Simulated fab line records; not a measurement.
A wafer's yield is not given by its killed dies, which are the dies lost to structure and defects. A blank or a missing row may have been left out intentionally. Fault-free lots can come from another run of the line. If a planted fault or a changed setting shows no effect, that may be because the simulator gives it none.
Split-lot experiment :: flow n5-finfet :: 21 wafers read from 7 lots, route of 1938 steps

ABOUT THE SPLIT
At N5_WELL_APT_PEB_06 (peb time 90 s), the setting peb-time-s was moved away from the recipe's 90 s on 5 of the 21 wafers read, by -22.0% to +20.7%. This setting was run at the recipe's value on the other wafers.

FROM THE SPLIT TO THE READING: what the file shows between them, 2 steps
- N5_WELL_APT_DEVELOP_07: develop time 45 s
- N5_WELL_APT_HARDBAKE_12: time 120 s

THE READING
Shown in nm: cd-nm at N5_WELL_APT_CD_MEAS_08, with target cd 200 nm. A value of 199.8 nm with a standard deviation of 1.7 nm is what fault-free wafers of this fab line usually give.

wafer: L076.1
tool, chamber at the split: litho-track-02, 0
peb-time-s as run, s: 90
against the recipe: recipe
cd-nm, nm: 202.0
against lot-mates on the recipe: -

wafer: L076.2
tool, chamber at the split: litho-track-02, 0
peb-time-s as run, s: 90
against the recipe: recipe
cd-nm, nm: 199.0
against lot-mates on the recipe: -

wafer: L076.3
tool, chamber at the split: litho-track-02, 0
peb-time-s as run, s: 90
against the recipe: recipe
cd-nm, nm: 198.6
against lot-mates on the recipe: -

wafer: L077.1
tool, chamber at the split: litho-track-02, 0
peb-time-s as run, s: 90
against the recipe: recipe
cd-nm, nm: 201.8
against lot-mates on the recipe: -

wafer: L077.4
tool, chamber at the split: litho-track-02, 0
peb-time-s as run, s: 108.6
against the recipe: +20.7%
cd-nm, nm: 207.6
against lot-mates on the recipe: +6.5

wafer: L077.6
tool, chamber at the split: litho-track-02, 0
peb-time-s as run, s: 90
against the recipe: recipe
cd-nm, nm: 200.3
against lot-mates on the recipe: -

wafer: L080.2
tool, chamber at the split: litho-track-05, 0
peb-time-s as run, s: 70.2
against the recipe: -22.0%
cd-nm, nm: 190.2
against lot-mates on the recipe: -9.8

wafer: L080.3
tool, chamber at the split: litho-track-05, 0
peb-time-s as run, s: 70.2
against the recipe: -22.0%
cd-nm, nm: 192.3
against lot-mates on the recipe: -7.7

wafer: L080.5
tool, chamber at the split: litho-track-05, 0
peb-time-s as run, s: 90
against the recipe: recipe
cd-nm, nm: 200.0
against lot-mates on the recipe: -

wafer: L083.2
tool, chamber at the split: litho-track-02, 0
peb-time-s as run, s: 99.85
against the recipe: +10.9%
cd-nm, nm: 206.1
against lot-mates on the recipe: +4.3

wafer: L083.4
tool, chamber at the split: litho-track-02, 0
peb-time-s as run, s: 90
against the recipe: recipe
cd-nm, nm: 201.8
against lot-mates on the recipe: -

wafer: L083.6
tool, chamber at the split: litho-track-02, 0
peb-time-s as run, s: 99.85
against the recipe: +10.9%
cd-nm, nm: 204.6
against lot-mates on the recipe: +2.8

wafer: L084.2
tool, chamber at the split: litho-track-04, 0
peb-time-s as run, s: 90
against the recipe: recipe
cd-nm, nm: 201.0
against lot-mates on the recipe: -

wafer: L084.4
tool, chamber at the split: litho-track-04, 0
peb-time-s as run, s: 90
against the recipe: recipe
cd-nm, nm: 199.2
against lot-mates on the recipe: -

wafer: L084.6
tool, chamber at the split: litho-track-04, 0
peb-time-s as run, s: 90
against the recipe: recipe
cd-nm, nm: 198.8
against lot-mates on the recipe: -

wafer: L093.1
tool, chamber at the split: litho-track-04, 0
peb-time-s as run, s: 90
against the recipe: recipe
cd-nm, nm: 197.6
against lot-mates on the recipe: -

wafer: L093.2
tool, chamber at the split: litho-track-04, 0
peb-time-s as run, s: 90
against the recipe: recipe
cd-nm, nm: 197.7
against lot-mates on the recipe: -

wafer: L093.4
tool, chamber at the split: litho-track-04, 0
peb-time-s as run, s: 90
against the recipe: recipe
cd-nm, nm: 198.9
against lot-mates on the recipe: -

wafer: L094.2
tool, chamber at the split: litho-track-05, 0
peb-time-s as run, s: 90
against the recipe: recipe
cd-nm, nm: 197.7
against lot-mates on the recipe: -

wafer: L094.3
tool, chamber at the split: litho-track-05, 0
peb-time-s as run, s: 90
against the recipe: recipe
cd-nm, nm: 199.0
against lot-mates on the recipe: -

wafer: L094.4
tool, chamber at the split: litho-track-05, 0
peb-time-s as run, s: 90
against the recipe: recipe
cd-nm, nm: 196.6
against lot-mates on the recipe: -

FIT RESULTS
A straight line over all 21 wafers: cd-nm changes by +0.403 nm for each +1% of peb-time-s; r = +0.92; the points scatter about the line by 1.6 nm.
The same after taking each lot's own level away (the mean of its wafers on the recipe; 21 wafers): +0.366 nm for each +1%; r = +0.96; scatter 1 nm.
According to that fit, moving peb-time-s by its largest amount changes the reading by 8 nm.
Across the lots, their own levels run from 197.77 to 201.80 nm, a range of 2.4 times the standard deviation given above.
Hence the slope depends on the lot-to-lot level, as the two fits are not the same.
Check: for one of the wafers moved furthest among these (-22.0%), held out of the fit, the line's prediction against its lot-mates is -7.38 nm. It came out at -9.8 nm against them.

THE WHOLE CHAIN: every reading that the file lists as answering this split, in the file's order
step: N5_WELL_APT_CD_MEAS_08
what it does: target cd 200 nm
reading: cd-nm
change (the file's fit): +0.356 nm for each +1% of the setting
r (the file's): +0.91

step: N5_WELL_APT_DESCUM_13
what it does: chemistry O2, time 7.9 s
reading: WELL_APT.cd-nm (the simulator's own value, which no gauge read)
change (the file's fit): +0.351 nm for each +1% of the setting
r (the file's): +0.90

FILE'S OWN FIT
cd-nm changes by +0.356 nm for each +1% of peb-time-s, r = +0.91.
